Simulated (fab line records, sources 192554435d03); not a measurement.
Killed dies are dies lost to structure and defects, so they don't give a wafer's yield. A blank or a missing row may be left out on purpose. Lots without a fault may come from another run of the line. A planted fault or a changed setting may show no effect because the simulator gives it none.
Which tool did it? | flow n5_finfet | 9 lots, 27 wafers sampled, at 5 steps of a route of 1938

WHAT THE GAUGES READ, wafer by wafer
N5_BEOL_M4_RC_MEAS_101. Usual: DIBL_N 35.9 mV/V, standard deviation 1.8; DIBL_P 36.2 mV/V, standard deviation 2; IOFF_N 0.16 nA/um, standard deviation 0.031; IOFF_P 0.22 nA/um, standard deviation 0.041; ION_N 676 uA/um, standard deviation 11; ION_P 465 uA/um, standard deviation 8.5; SS_N 71.4 mV/dec, standard deviation 0.64; SS_P 73.2 mV/dec, standard deviation 0.7; VT_N 250 mV, standard deviation 3.5; VT_P -250 mV, standard deviation 3.9.
lot  | measured     | on        | DIBL_N (mV/V)  | DIBL_P (mV/V)  | IOFF_N (nA/um) | IOFF_P (nA/um) | ION_N (uA/um) | ION_P (uA/um) | SS_N (mV/dec)  | SS_P (mV/dec)  | VT_N (mV)   | VT_P (mV)      | flag
L586 | day 8 14:21  | prober-02 | 36.6 33.5 35.1 | 35.9 32.5 35.4 | 0.17 0.11 0.15 | 0.19 0.15 0.18 | 673 657 676   | 449 450 457   | 71.5 70.8 71.1 | 73.4 71.8 72.0 | 250 252 250 | -251 -254 -251 |
L587 | day 8 21:01  | prober-02 | 32.6 29.3 34.5 | 34.6 29.7 34.9 | 0.12 0.08 0.14 | 0.18 0.12 0.18 | 668 652 655   | 462 450 451   | 70.5 70.0 71.0 | 72.7 71.0 71.9 | 254 260 252 | -248 -254 -251 |
L588 | day 9 03:10  | prober-01 | 36.8 36.2 34.8 | 36.1 35.4 34.8 | 0.18 0.15 0.15 | 0.25 0.24 0.23 | 681 673 678   | 471 474 472   | 72.3 71.4 71.2 | 73.8 74.1 73.0 | 249 250 249 | -244 -245 -247 |
L590 | day 9 11:10  | prober-02 | 36.7 38.2 37.1 | 36.8 39.8 37.2 | 0.15 0.19 0.15 | 0.18 0.24 0.20 | 670 684 666   | 456 464 458   | 70.9 71.9 70.8 | 73.6 73.7 73.7 | 252 248 251 | -256 -250 -253 |
L591 | day 9 22:11  | prober-01 | 34.1 36.5 36.3 | 32.5 35.7 35.0 | 0.12 0.17 0.16 | 0.19 0.24 0.22 | 672 682 675   | 468 464 459   | 71.3 71.4 71.6 | 72.5 73.8 72.7 | 253 247 249 | -250 -247 -247 |
L602 | day 12 20:40 | prober-02 | 36.1 42.1 37.3 | 35.7 43.3 37.6 | 0.13 0.29 0.16 | 0.20 0.37 0.25 | 661 712 677   | 461 481 469   | 70.1 71.9 70.5 | 73.6 74.9 74.3 | 252 239 250 | -250 -239 -246 |
L603 | day 13 02:40 | prober-01 | 38.3 38.3 37.5 | 40.2 39.0 37.9 | 0.22 0.20 0.18 | 0.28 0.26 0.24 | 679 685 678   | 470 476 464   | 72.5 72.2 72.2 | 74.3 73.0 73.7 | 247 246 248 | -245 -246 -247 |
L604 | day 13 04:31 | prober-01 | 36.6 37.2 38.2 | 37.1 37.5 39.3 | 0.16 0.16 0.21 | 0.25 0.26 0.30 | 684 673 702   | 476 470 484   | 71.8 71.3 71.5 | 72.6 73.7 73.6 | 248 251 244 | -247 -247 -246 |
L605 | day 13 15:16 | prober-01 | 36.2 34.7 34.8 | 34.7 33.7 33.1 | 0.17 0.14 0.15 | 0.22 0.20 0.19 | 680 669 662   | 459 466 458   | 71.8 71.2 71.2 | 73.0 72.9 71.8 | 247 249 250 | -251 -251 -250 |

WHICH TOOL RAN EACH LOT (tool, then ch and the chambers of the sampled wafers, then the start)
lot  | N5_HKMG_FIN_STRIP_92              | N5_HKMG_FIN_STRIP_88                | N5_HKMG_FIN_COAT_66              | N5_HKMG_FIN_ETCHBACK_68
L586 | rie_diel-05 ch 1,3, day 4 14:51   | plasma_asher-01 ch 0, day 4 15:58   | litho_track-05 ch 0, day 4 16:44 | rie_metal-03 ch 0,1, day 4 17:02
L587 | rie_diel-02 ch 0,3, day 4 20:04   | plasma_asher-01 ch 0,1, day 4 21:18 | litho_track-05 ch 0, day 4 21:57 | rie_metal-01 ch 1, day 4 22:18
L588 | rie_diel-03 ch 0,1,3, day 5 04:13 | plasma_asher-02 ch 0, day 5 05:25   | litho_track-05 ch 0, day 5 06:10 | rie_metal-02 ch 0,1, day 5 06:28
L590 | rie_diel-03 ch 0,2,3, day 5 16:04 | plasma_asher-02 ch 1, day 5 17:19   | litho_track-05 ch 0, day 5 18:04 | rie_metal-03 ch 0,1, day 5 18:24
L591 | rie_diel-05 ch 0,1, day 5 23:24   | plasma_asher-01 ch 0,1, day 6 00:31 | litho_track-05 ch 0, day 6 01:17 | rie_metal-01 ch 0,1, day 6 01:34
L602 | rie_diel-05 ch 0,3, day 8 22:18   | plasma_asher-01 ch 0,1, day 8 23:36 | litho_track-01 ch 0, day 9 00:22 | rie_metal-03 ch 0,1, day 9 00:39
L603 | rie_diel-02 ch 0,3, day 8 23:49   | plasma_asher-02 ch 0,1, day 9 00:56 | litho_track-01 ch 0, day 9 01:42 | rie_metal-03 ch 1, day 9 02:04
L604 | rie_diel-02 ch 0,3, day 9 10:02   | plasma_asher-01 ch 0,1, day 9 11:10 | litho_track-01 ch 0, day 9 11:56 | rie_metal-02 ch 0,1, day 9 12:15
L605 | rie_diel-03 ch 0,3, day 9 14:09   | plasma_asher-02 ch 0,1, day 9 15:16 | litho_track-05 ch 0, day 9 16:01 | rie_metal-03 ch 0,1, day 9 16:19
- N5_HKMG_FIN_STRIP_92: strips SOC in N2/H2, time 20 s.
- N5_HKMG_FIN_STRIP_88: strips in N2/H2, time 360 s.
- N5_HKMG_FIN_COAT_66: time 60 s, resist thk 300 nm.
- N5_HKMG_FIN_ETCHBACK_68: etches the open film in Cl2/Ar, stops on HfO2, target depth 0.5 nm.

WHAT THE TOOLS THEMSELVES READ (means of the sampled wafers that have a number; where no wafer has one, the mark that the record gives instead)
N5_HKMG_FIN_STRIP_92. Usual: drypump_motor_current_A 5.9 A, standard deviation 0.4; oes_product_au 0.75 a.u., standard deviation 0.075; rf_vpp_V 54.2 V, standard deviation 0.92; showerhead_plenum_p_Torr 3.35 Torr, standard deviation 0.11; throttle_valve_pct 19.00 %, standard deviation 0.28.
lot  | tool        | drypump_motor_current_A (A) | oes_product_au (a.u.) | rf_vpp_V (V) | showerhead_plenum_p_Torr (Torr) | throttle_valve_pct (%) | flag
L586 | rie_diel-05 | 6.0                         | 0.73                  | 53.6         | 3.49                            | 19.39                  |
L587 | rie_diel-02 | 6.1                         | 0.86                  | 54.4         | 3.22                            | 18.79                  |
L588 | rie_diel-03 | 6.2                         | 0.75                  | 53.8         | 3.36                            | 18.86                  |
L590 | rie_diel-03 | 5.9                         | 0.71                  | 53.9         | 3.33                            | 18.97                  |
L591 | rie_diel-05 | 5.6                         | 0.71                  | 54.6         | 3.46                            | 18.93                  |
L602 | rie_diel-05 | 6.0                         | 0.71                  | 54.9         | 3.45                            | 19.17                  |
L603 | rie_diel-02 | 6.1                         | 0.82                  | 52.4         | 3.21                            | 18.83                  |
L604 | rie_diel-02 | 6.1                         | 0.81                  | 54.2         | 3.20                            | 18.84                  |
L605 | rie_diel-03 | 6.2                         | 0.69                  | 53.2         | 3.32                            | 19.01                  |

N5_HKMG_FIN_STRIP_88. Usual: drypump_motor_current_A 5.64 A, standard deviation 0.28; heater_power_w 453 W, standard deviation 38.
lot  | tool            | drypump_motor_current_A (A) | heater_power_w (W) | flag
L586 | plasma_asher-01 | 5.71                        | 432                |
L587 | plasma_asher-01 | 5.92                        | 415                |
L588 | plasma_asher-02 | 5.35                        | 480                |
L590 | plasma_asher-02 | 5.35                        | 500                |
L591 | plasma_asher-01 | 5.85                        | 425                |
L602 | plasma_asher-01 | 5.94                        | 412                |
L603 | plasma_asher-02 | 5.36                        | 490                |
L604 | plasma_asher-01 | 5.93                        | 414                |
L605 | plasma_asher-02 | 5.36                        | 498                |

N5_HKMG_FIN_COAT_66. Usual: dispense_pressure_kPa 52.0 kPa, standard deviation 2.4; spin_speed_rpm 1499.9 rpm, standard deviation 0.9.
lot  | tool           | dispense_pressure_kPa (kPa) | spin_speed_rpm (rpm) | flag
L586 | litho_track-05 | 54.2                        | 1500.7               |
L587 | litho_track-05 | 54.1                        | 1499.9               |
L588 | litho_track-05 | 54.2                        | 1501.3               |
L590 | litho_track-05 | 54.1                        | 1461.7               | OFF
L591 | litho_track-05 | 54.2                        | 1461.9               | OFF
L602 | litho_track-01 | 48.8                        | 1500.7               |
L603 | litho_track-01 | 48.8                        | 1499.9               |
L604 | litho_track-01 | 48.8                        | 1499.0               |
L605 | litho_track-05 | 54.1                        | 1500.2               |

N5_HKMG_FIN_ETCHBACK_68. Usual: drypump_motor_current_A 5.9 A, standard deviation 0.4; oes_product_au 0.71 a.u., standard deviation 0.071; throttle_valve_pct 21.04 %, standard deviation 0.14.
lot  | tool         | drypump_motor_current_A (A) | oes_product_au (a.u.) | throttle_valve_pct (%) | flag
L586 | rie_metal-03 | 6.2                         | 0.75                  | 21.04                  |
L587 | rie_metal-01 | 5.9                         | 0.72                  | 20.72                  |
L588 | rie_metal-02 | 5.5                         | 0.66                  | 21.05                  |
L590 | rie_metal-03 | 6.1                         | 0.79                  | 21.03                  |
L591 | rie_metal-01 | 6.0                         | 0.69                  | 20.88                  |
L602 | rie_metal-03 | 6.2                         | 0.74                  | 21.05                  |
L603 | rie_metal-03 | 6.4                         | 0.69                  | 21.08                  |
L604 | rie_metal-02 | 5.5                         | 0.65                  | 21.06                  |
L605 | rie_metal-03 | 6.2                         | 0.73                  | 21.07                  |

THE ANSWER, worked out from the rows above alone
Rule: a lot is off if the mean of its wafers that have a number lies more than 3 standard deviations from the usual mean. A lot without any number at a reading at which 4 lots or more have one is off too. The other lots that the step has rows for count as sound. The gauges are gone through in route order, then the tools' own readings, and for those a lot's mean is taken as printed above. The first step at which some lot is off is used, and at that step the reading that is off furthest; a lot without a number counts as furthest.
Off: L590, L591, at N5_HKMG_FIN_COAT_66 (spin_speed_rpm).
A tool fits if, at that step or a process step before it, it ran every lot that is off, and no sound lot after the first of them. None of those tried fits.

WHAT THE SIMULATOR HAD PUT IN
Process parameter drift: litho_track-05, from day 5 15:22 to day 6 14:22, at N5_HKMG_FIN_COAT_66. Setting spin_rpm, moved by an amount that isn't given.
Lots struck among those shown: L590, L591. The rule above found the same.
